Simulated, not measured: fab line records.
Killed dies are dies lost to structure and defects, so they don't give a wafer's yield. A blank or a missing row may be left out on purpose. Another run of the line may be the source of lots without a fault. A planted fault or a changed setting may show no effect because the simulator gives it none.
Matching of chambers / flow n5Finfet / N5_BEOL_M14_ETCH_59 on rieDiel-02: 4 sister chambers
The step etches BARC in N2/H2, target depth 89 nm, overetch 26.7 nm, time 67.9 s. 18 wafers are shown with their chamber, then 9 later ones without.

== EACH WAFER AND ITS CHAMBER ==
wafer=L076.2; chamber=0; drypumpMotorCurrentA (A)=5.8; showerheadPlenumPTorr (Torr)=2.40; throttleValvePct (%)=17.85
wafer=L076.5; chamber=0; drypumpMotorCurrentA (A)=5.8; showerheadPlenumPTorr (Torr)=2.40; throttleValvePct (%)=17.88
wafer=L076.6; chamber=1; drypumpMotorCurrentA (A)=5.2; showerheadPlenumPTorr (Torr)=2.58; throttleValvePct (%)=17.83
wafer=L074.2; chamber=1; drypumpMotorCurrentA (A)=5.3; showerheadPlenumPTorr (Torr)=2.58; throttleValvePct (%)=17.82
wafer=L074.3; chamber=2; drypumpMotorCurrentA (A)=6.2; showerheadPlenumPTorr (Torr)=2.66; throttleValvePct (%)=17.60
wafer=L074.6; chamber=3; drypumpMotorCurrentA (A)=5.7; showerheadPlenumPTorr (Torr)=2.59; throttleValvePct (%)=17.56
wafer=L077.2; chamber=0; drypumpMotorCurrentA (A)=5.8; showerheadPlenumPTorr (Torr)=2.40; throttleValvePct (%)=17.87
wafer=L077.3; chamber=3; drypumpMotorCurrentA (A)=5.7; showerheadPlenumPTorr (Torr)=2.59; throttleValvePct (%)=17.56
wafer=L077.6; chamber=3; drypumpMotorCurrentA (A)=5.7; showerheadPlenumPTorr (Torr)=2.59; throttleValvePct (%)=17.55
wafer=L082.1; chamber=3; drypumpMotorCurrentA (A)=5.7; showerheadPlenumPTorr (Torr)=2.58; throttleValvePct (%)=17.59
wafer=L082.2; chamber=1; drypumpMotorCurrentA (A)=5.3; showerheadPlenumPTorr (Torr)=2.58; throttleValvePct (%)=17.86
wafer=L082.4; chamber=0; drypumpMotorCurrentA (A)=5.8; showerheadPlenumPTorr (Torr)=2.40; throttleValvePct (%)=17.89
wafer=L085.3; chamber=2; drypumpMotorCurrentA (A)=6.2; showerheadPlenumPTorr (Torr)=2.65; throttleValvePct (%)=17.63
wafer=L085.5; chamber=1; drypumpMotorCurrentA (A)=5.2; showerheadPlenumPTorr (Torr)=2.58; throttleValvePct (%)=17.85
wafer=L085.6; chamber=2; drypumpMotorCurrentA (A)=6.2; showerheadPlenumPTorr (Torr)=2.65; throttleValvePct (%)=17.63
wafer=L087.3; chamber=0; drypumpMotorCurrentA (A)=5.8; showerheadPlenumPTorr (Torr)=2.39; throttleValvePct (%)=17.90
wafer=L087.4; chamber=1; drypumpMotorCurrentA (A)=5.3; showerheadPlenumPTorr (Torr)=2.57; throttleValvePct (%)=17.87
wafer=L087.5; chamber=1; drypumpMotorCurrentA (A)=5.2; showerheadPlenumPTorr (Torr)=2.57; throttleValvePct (%)=17.87

SIGNATURES (means of the wafers above)
reading=drypumpMotorCurrentA; chamber 0=5.800; chamber 1=5.250; chamber 2=6.200; chamber 3=5.700; scatter within a chamber=0.0327
reading=showerheadPlenumPTorr; chamber 0=2.3980; chamber 1=2.5767; chamber 2=2.6533; chamber 3=2.5875; scatter within a chamber=0.00504
reading=throttleValvePct; chamber 0=17.8780; chamber 1=17.8500; chamber 2=17.6200; chamber 3=17.5650; scatter within a chamber=0.0192
Rule: for each reading, subtract the chamber's mean from the wafer's reading, divide by that reading's scatter and square the result; add these up over the readings and take the root, which gives the wafer's distance from the chamber. If the next closest chamber is less than 2 further off than the closest, the wafer can't be placed; otherwise it belongs to the closest. The scatter: take each reading less its chamber's mean, square it, sum over the shown wafers, divide by the number of wafers less the number of chambers, and take the root.

== WAFERS MISSING THEIR CHAMBER ==
wafer=L093.2; drypumpMotorCurrentA (A)=6.2; showerheadPlenumPTorr (Torr)=2.64; throttleValvePct (%)=17.68
wafer=L093.4; drypumpMotorCurrentA (A)=5.7; showerheadPlenumPTorr (Torr)=2.57; throttleValvePct (%)=17.62
wafer=L093.6; drypumpMotorCurrentA (A)=6.2; showerheadPlenumPTorr (Torr)=2.64; throttleValvePct (%)=17.66
wafer=L097.1; drypumpMotorCurrentA (A)=5.7; showerheadPlenumPTorr (Torr)=2.57; throttleValvePct (%)=17.63
wafer=L097.3; drypumpMotorCurrentA (A)=6.2; showerheadPlenumPTorr (Torr)=2.63; throttleValvePct (%)=17.66
wafer=L097.6; drypumpMotorCurrentA (A)=6.2; showerheadPlenumPTorr (Torr)=2.63; throttleValvePct (%)=17.70
wafer=L096.1; drypumpMotorCurrentA (A)=5.3; showerheadPlenumPTorr (Torr)=2.56; throttleValvePct (%)=17.92
wafer=L096.4; drypumpMotorCurrentA (A)=5.7; showerheadPlenumPTorr (Torr)=2.56; throttleValvePct (%)=17.64
wafer=L096.5; drypumpMotorCurrentA (A)=5.8; showerheadPlenumPTorr (Torr)=2.70; throttleValvePct (%)=17.48

== WHICH CHAMBER EACH WENT THROUGH ==
wafer=L093.2; from the rows above=2; in truth=2
wafer=L093.4; from the rows above=3; in truth=3
wafer=L093.6; from the rows above=2; in truth=2
wafer=L097.1; from the rows above=3; in truth=3
wafer=L097.3; from the rows above=2; in truth=2
wafer=L097.6; from the rows above=2; in truth=2
wafer=L096.1; from the rows above=1; in truth=1
wafer=L096.4; from the rows above=3; in truth=3
wafer=L096.5; from the rows above=2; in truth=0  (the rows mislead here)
Correctly placed: 8 of 9. Number that these rows cannot place: 0. 1 placed wrongly.
